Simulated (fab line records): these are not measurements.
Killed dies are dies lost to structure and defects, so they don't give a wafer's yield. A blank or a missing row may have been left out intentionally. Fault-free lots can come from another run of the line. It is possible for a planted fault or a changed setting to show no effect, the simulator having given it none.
Lot-split experiment | flow n5-finfet | 39 wafers read from 7 lots, route of 1938 steps

## THE SPLIT
At N5_HKMG_FIN_ETCH_58 (etches SOC in N2/H2, target depth 215.8 nm, time 741 s), the setting bias-w was moved away from the recipe's 13 W on 18 of the 39 wafers read, by -15.9% to +18.3%. The other wafers ran this setting at the recipe's value.

The split's own step is where the reading is taken.

## THE READING
rf-vpp-V, in V, at N5_HKMG_FIN_ETCH_58 (etches SOC in N2/H2, target depth 215.8 nm, time 741 s). A value of 99.1 V with a standard deviation of 0.89 V is what fault-free wafers of this fab line usually give.

wafer  | tool, chamber at the split | bias-w as run, W | against the recipe | rf-vpp-V, V | against lot-mates on the recipe
L074.1 | rie-diel-03, 2             | 13               | recipe             | 99.2        | -
L074.2 | rie-diel-03, 3             | 15.32            | +17.8%             | 110.8       | +11.6
L074.3 | rie-diel-03, 1             | 15.32            | +17.8%             | 111.5       | +12.3
L074.4 | rie-diel-03, 0             | 15.32            | +17.8%             | 110.5       | +11.3
L074.5 | rie-diel-03, 1             | 13               | recipe             | 99.6        | -
L074.6 | rie-diel-03, 0             | 13               | recipe             | 98.9        | -
L076.1 | rie-diel-05, 0             | 13               | recipe             | 98.1        | -
L076.3 | rie-diel-05, 1             | 13               | recipe             | 99.6        | -
L076.6 | rie-diel-05, 3             | 13               | recipe             | 99.5        | -
L078.1 | rie-diel-04, 3             | 15.38            | +18.3%             | 110.2       | +11.2
L078.2 | rie-diel-04, 0             | 13               | recipe             | 100.0       | -
L078.3 | rie-diel-04, 1             | 13               | recipe             | 99.1        | -
L078.4 | rie-diel-04, 2             | 15.38            | +18.3%             | 112.1       | +13.1
L078.5 | rie-diel-04, 2             | 15.38            | +18.3%             | 110.3       | +11.3
L078.6 | rie-diel-04, 3             | 13               | recipe             | 97.9        | -
L081.1 | rie-diel-04, 2             | 13               | recipe             | 99.0        | -
L081.2 | rie-diel-04, 1             | 11.55            | -11.2%             | 91.4        | -7.9
L081.3 | rie-diel-04, 0             | 13               | recipe             | 100.2       | -
L081.4 | rie-diel-04, 3             | 11.55            | -11.2%             | 91.4        | -7.9
L081.5 | rie-diel-04, 1             | 13               | recipe             | 98.6        | -
L081.6 | rie-diel-04, 2             | 11.55            | -11.2%             | 92.4        | -6.9
L086.1 | rie-diel-05, 0             | 14.71            | +13.2%             | 106.9       | +8.7
L086.2 | rie-diel-05, 2             | 14.71            | +13.2%             | 107.4       | +9.2
L086.3 | rie-diel-05, 1             | 13               | recipe             | 98.2        | -
L086.4 | rie-diel-05, 3             | 14.71            | +13.2%             | 106.2       | +8.0
L086.5 | rie-diel-05, 1             | 13               | recipe             | 98.6        | -
L086.6 | rie-diel-05, 0             | 13               | recipe             | 97.9        | -
L088.1 | rie-diel-04, 3             | 10.93            | -15.9%             | 88.5        | -10.0
L088.2 | rie-diel-04, 0             | 10.93            | -15.9%             | 88.1        | -10.4
L088.3 | rie-diel-04, 1             | 13               | recipe             | 98.7        | -
L088.4 | rie-diel-04, 3             | 13               | recipe             | 99.6        | -
L088.5 | rie-diel-04, 0             | 10.93            | -15.9%             | 87.5        | -11.0
L088.6 | rie-diel-04, 1             | 13               | recipe             | 97.3        | -
L091.1 | rie-diel-03, 3             | 13               | recipe             | 98.3        | -
L091.2 | rie-diel-03, 2             | 14.9             | +14.6%             | 108.9       | +9.5
L091.3 | rie-diel-03, 0             | 13               | recipe             | 98.9        | -
L091.4 | rie-diel-03, 1             | 13               | recipe             | 100.9       | -
L091.5 | rie-diel-03, 2             | 14.9             | +14.6%             | 108.6       | +9.2
L091.6 | rie-diel-03, 3             | 14.9             | +14.6%             | 109.6       | +10.2

THE FIT
A straight line over all 39 wafers: rf-vpp-V changes by +0.662 V for each +1% of bias-w; r = +0.99; the points scatter about the line by 0.8 V.
The same after taking each lot's own level away (the mean of its wafers on the recipe; 39 wafers): +0.658 V for each +1%; r = +0.99; scatter 0.68 V.
On that fit, the largest move of bias-w shifts the reading by 12 V.
Measured against the standard deviation above, the lots' own levels, which go from 98.23 to 99.37 V, span 1.3 times it.
The two slopes agree, so the slope changes little with the lot-to-lot level.
Check: with one of the wafers moved furthest among these (+18.3%) left out of the fit, the line predicts +12.1 V for it against its lot-mates. Against them it came out at +11.2 V.
Tool readings at the split's step, against how far the setting was moved: rf-vpp-V r = +0.99.

## THESE WAFERS: OTHER SPLITS
These wafers also went through other splits before the reading. Each is held against what the fit with the lots' levels taken away leaves over:
other split on the same wafers | wafers away from the commonest value | r with rf-vpp-V (lot level and that fit taken away)
N5_DUMMY_GATE_ETCH_37 source-w | 15                                   | -0.06

## FILE'S OWN FIT
rf-vpp-V changes by +0.657 V for each +1% of bias-w, r = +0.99.
